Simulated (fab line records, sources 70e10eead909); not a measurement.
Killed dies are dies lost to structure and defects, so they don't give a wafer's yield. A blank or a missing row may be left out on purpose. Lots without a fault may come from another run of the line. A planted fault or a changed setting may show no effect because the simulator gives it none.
A struck lot beside a sound one | flow nand_harc | 15 steps out of a route of 1159
Sound: wafers L502.3, L502.5, L502.6. Struck: wafers L506.1, L506.3, L506.4. The cause comes at the end.
At each step with rows: each side's tool, then ch and its chambers, then its first start. Under that, the readings that differ: sound wafers | struck wafers | difference of the means | sigmas: that difference in standard deviations of wafers without a fault.
alike: readings whose means differ by less than 2 such deviations, and words and numbers that are the same on both sides. not compared: withheld readings, readings that some wafer has no value for, bounds like >300 that may hide the same value, and numbers for which the record gives no deviation and whose values overlap.
The two part at a step that has a row with sigmas, a row that says differs or no value, or rows on one side only. Numbers that don't overlap but have no deviation are shown without sigmas and don't part them. A reading that every wafer of one side lacks parts them only if that side has two wafers or more.

first, 1 step without rows for these wafers: NHARC_A_ONON_D1_DEP_06 (target thk 1000 nm).
NHARC_A_ONON_D1_THK_MEAS_08: measures by ellipsometry.
  sound on film_metro-01, day 11 07:55; struck on film_metro-01, day 12 03:49
  alike: thk_nm
then, 1 step without rows for these wafers: NHARC_A_ONON_D1_DEP_09 (target thk 1000 nm).
NHARC_A_ONON_D1_THK_MEAS_11: measures by ellipsometry.
  sound on film_metro-01, day 11 08:29; struck on film_metro-02, day 12 04:23
  alike: thk_nm
then, 1 step without rows for these wafers: NHARC_A_ONON_D1_DEP_12 (target thk 1000 nm).
NHARC_A_ONON_D1_THK_MEAS_14: measures by ellipsometry.
  sound on film_metro-01, day 11 09:04; struck on film_metro-01, day 12 04:57
  alike: thk_nm
then, 2 steps without rows for these wafers: NHARC_A_ONON_D1_ANNEAL_15 (time 3600 s); NHARC_A_ONON_D1_DEP_16 (target thk 1000 nm).
NHARC_A_ONON_D1_THK_MEAS_18: measures by ellipsometry.
  sound on film_metro-01, day 11 18:35; struck on film_metro-01, day 12 14:38
  alike: thk_nm
then, 1 step without rows for these wafers: NHARC_A_ONON_D1_DEP_19 (target thk 1000 nm).
NHARC_A_ONON_D1_THK_MEAS_21: measures by ellipsometry.
  sound on film_metro-01, day 11 19:11; struck on film_metro-01, day 12 15:13
  alike: thk_nm
NHARC_A_ONON_D1_DEP_22: target thk 1000 nm.
  sound on pecvd_onon-04 ch 0, day 11 19:21; struck on pecvd_onon-04 ch 0, day 12 15:16
  reading             | sound          | struck         | difference | sigmas
  n2_flow_sccm (sccm) | 2750 2763 2764 | 2733 2743 2750 | -17        | -2
  alike: susceptor_temp_C
NHARC_A_ONON_D1_THK_MEAS_24: measures by ellipsometry.
  sound on film_metro-01, day 11 19:45; struck on film_metro-01, day 12 15:47
  reading     | sound          | struck         | difference | sigmas
  thk_nm (nm) | 1001 1001 1000 | 1691 1689 1690 | +689       | +72
then, 1 step without rows for these wafers: NHARC_A_ONON_D1_DEP_25 (target thk 1000 nm).
-- the record jumps here: 12 days lie between the struck wafers' starts before and after (it left off in module A_ONON_D1 and takes up again in module END, whose first step shown is number 1159 of the route) --
NHARC_END_SORT_01:
  the record has rows for the struck wafers here (prober-02 ch 0, day 24 15:15) and none for the sound ones

WHERE THEY PART
First at NHARC_A_ONON_D1_DEP_22; last, within this record, at NHARC_END_SORT_01.

WHY: what the simulator had put in
Process parameter drift: pecvd_onon-04, from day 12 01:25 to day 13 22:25, at NHARC_A_ONON_D1_DEP_22. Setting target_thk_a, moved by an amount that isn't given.
